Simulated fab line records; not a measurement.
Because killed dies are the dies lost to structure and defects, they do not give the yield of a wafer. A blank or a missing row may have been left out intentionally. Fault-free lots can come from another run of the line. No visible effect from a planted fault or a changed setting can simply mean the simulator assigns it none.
A lot that was struck, set against a sound lot + flow n5_finfet + 40 out of 1938 route steps
Sound: the wafers L554.3, L554.5, L554.6. Struck: wafer L567.6. (L567.4, L567.5 of the same lot were not struck and are left out.) The cause comes at the end.
At each step with rows: each side's tool, then ch and its chambers, then its first start. Under that, the readings that differ: sound wafers + struck wafers + difference of the means + sigmas: that difference in standard deviations of wafers without a fault.
alike: readings with means less than 2 such deviations apart, plus words and numbers identical on both sides. not compared: withheld readings, readings lacking a value on some wafer, bounds such as >300 that could conceal the same value, and numbers that have no deviation in the record and whose values overlap.
The two part at a step that has a row with sigmas, a row that says differs or no value, or rows on one side only. Numbers that have no deviation but don't overlap get no sigmas and don't part them. A reading that every wafer of one side lacks parts them only if that side has two wafers or more.

first, 6 steps without rows for these wafers: N5_HKMG_FIN_ETCH_32 (etches SOC in N2/H2, target depth 240 nm, time 300 s); N5_HKMG_FIN_STRIP_33 (strips in N2/H2); N5_HKMG_FIN_STRIP_34 (strips in CF4); N5_HKMG_FIN_ETCH_35 (etches SOC in N2/H2, target depth 215.8 nm, time 243.4 s); N5_HKMG_FIN_STRIP_92 (strips SOC in N2/H2, time 20 s); N5_HKMG_FIN_WET_ETCH_18 (etches TiN in SC1, time 55 s, target depth 5.2 nm, rinse time 30 s).
N5_HKMG_FIN_STRIP_19: strips in N2/H2, time 360 s.
  sound on plasma_asher-01 ch 0,1, day 5 14:07; struck on plasma_asher-01 ch 0, day 8 17:51
  alike: drypump_motor_current_A, heater_power_w
  not compared: rf_hours_counter_h
then, 5 steps without rows for these wafers: N5_HKMG_FIN_ALD_91 (deposits TiN, target thk 1 nm, pulse time 1 s, purge time 3 s); N5_HKMG_FIN_COAT_85 (time 60 s, resist thk 300 nm); N5_HKMG_FIN_ETCH_86 (etches SOC in N2/H2, stops on TiN, target depth 393.2 nm); N5_HKMG_FIN_STRIP_89 (strips SOC in N2/H2, time 20 s); N5_HKMG_FIN_WET_ETCH_87 (etches TiN in SC1, time 154.2 s, target depth 4.7 nm, rinse time 30 s).
N5_HKMG_FIN_STRIP_88: strips in N2/H2, time 360 s.
  sound on plasma_asher-02 ch 0,1, day 5 15:10; struck on plasma_asher-01 ch 1, day 8 18:50
  alike: drypump_motor_current_A, heater_power_w
  not compared: rf_hours_counter_h
N5_HKMG_FIN_NWFM_ALD_20: deposits TiAlC, target thk 2 nm, pulse time 3 s, purge time 2 s.
  sound on ald_metal-01 ch 1,2, day 5 15:26; struck on ald_metal-01 ch 2, day 8 19:05
  alike: heater_power_w, precursor_pulse_height_rel
then, 9 steps without rows for these wafers: N5_HKMG_FIN_ALD_71 (deposits TiN, target thk 1 nm, pulse time 1 s, purge time 3 s); N5_HKMG_FIN_COAT_66 (time 60 s, resist thk 300 nm); N5_HKMG_FIN_ETCH_67 (etches SOC in N2/H2, stops on TiN, target depth 388.9 nm); N5_HKMG_FIN_STRIP_90 (strips SOC in N2/H2, time 20 s); N5_HKMG_FIN_WET_ETCH_73 (etches the open film in SC1, time 42.3 s, target depth 1.3 nm, rinse time 30 s); N5_HKMG_FIN_ETCHBACK_68 (etches the open film in Cl2/Ar, stops on HfO2, target depth 0.5 nm); N5_HKMG_FIN_STRIP_69 (strips in N2/H2, time 360 s); N5_HKMG_FIN_ALD_21 (deposits TiN, target thk 1.5 nm, pulse time 1 s, purge time 3 s); N5_HKMG_FIN_ALD_72 (deposits W, target thk 2 nm, pulse time 1 s, purge time 2 s).
N5_HKMG_FIN_W_FILL_22: material W, target thk 60 nm, time 18.2 s.
  sound on cvd_w-01 ch 0,1, day 5 17:17; struck on cvd_w-01 ch 1, day 8 20:55
  alike: heater_power_w, throttle_valve_pct
then, 2 steps without rows for these wafers: N5_HKMG_FIN_PRECLEAN_83 (cleans in DIW, time 57.5 s); N5_HKMG_FIN_SRD_84 (dry time 32 s).
N5_HKMG_FIN_CMP_23: polishes, stops on SiNx, t overpolish 10 s, target thk 46.326 nm.
  sound on cmp-02 ch 0,1,3, day 5 17:37; struck on cmp-01 ch 1, day 8 21:11
  alike: motor_current_A, overpolish_run_s, time_to_endpoint_s
then, 4 steps without rows for these wafers: N5_HKMG_FIN_CMP_94 (polishes, stops on SiNx, t overpolish 4.7 s, target thk 43.299 nm); N5_GATE_CUT_ETCHBACK_00 (etches W in SF6/Cl2); N5_GATE_CUT_ETCH_56 (etches TiN in Cl2/Ar, target depth 21.6 nm); N5_GATE_CUT_ETCHBACK_30 (etches TiN in Cl2/Ar, target depth 3 nm).
N5_GATE_CUT_VAPOR_ETCH_60: etches HfO2 in BCl3/Cl2.
  sound on rie_metal-02 ch 0,1, day 5 18:22; struck on rie_metal-03 ch 0, day 8 22:02
  alike: drypump_motor_current_A, oes_product_au
then, 7 steps without rows for these wafers: N5_GATE_CUT_ETCH_58 (etches SiNx in CH3F/O2, target depth 17 nm, time 128.6 s); N5_GATE_CUT_STRIP_59 (strips in N2/H2, time 20 s); N5_GATE_CUT_PRECLEAN_31 (cleans in DIW, time 300 s); N5_GATE_CUT_SRD_32 (time 30 s); N5_GATE_CUT_SAC_CAP_01 (material SiNx, target thk 24 nm, pulse time 1 s, ald cycles 480); N5_GATE_CUT_PECVD_57 (deposits SiNx from SiH4/NH3/N2, target thk 21 nm); N5_GATE_CUT_CMP_02 (polishes, stops on SiO2, t overpolish 12.7 s, target thk 0 nm).
-- a jump in the record: the struck wafers' starts before and after are 8 days apart (it breaks off in module GATE_CUT and resumes in module PASSIVATION, where the first step shown is number 1936 of the route) --
N5_PASSIVATION_PROBE_49:
  record: rows for the struck wafers here (prober-01, day 17 09:56), none for the sound ones

WHERE THEY PART
Only at N5_PASSIVATION_PROBE_49, within this record.

WHY: the cause the simulator had injected
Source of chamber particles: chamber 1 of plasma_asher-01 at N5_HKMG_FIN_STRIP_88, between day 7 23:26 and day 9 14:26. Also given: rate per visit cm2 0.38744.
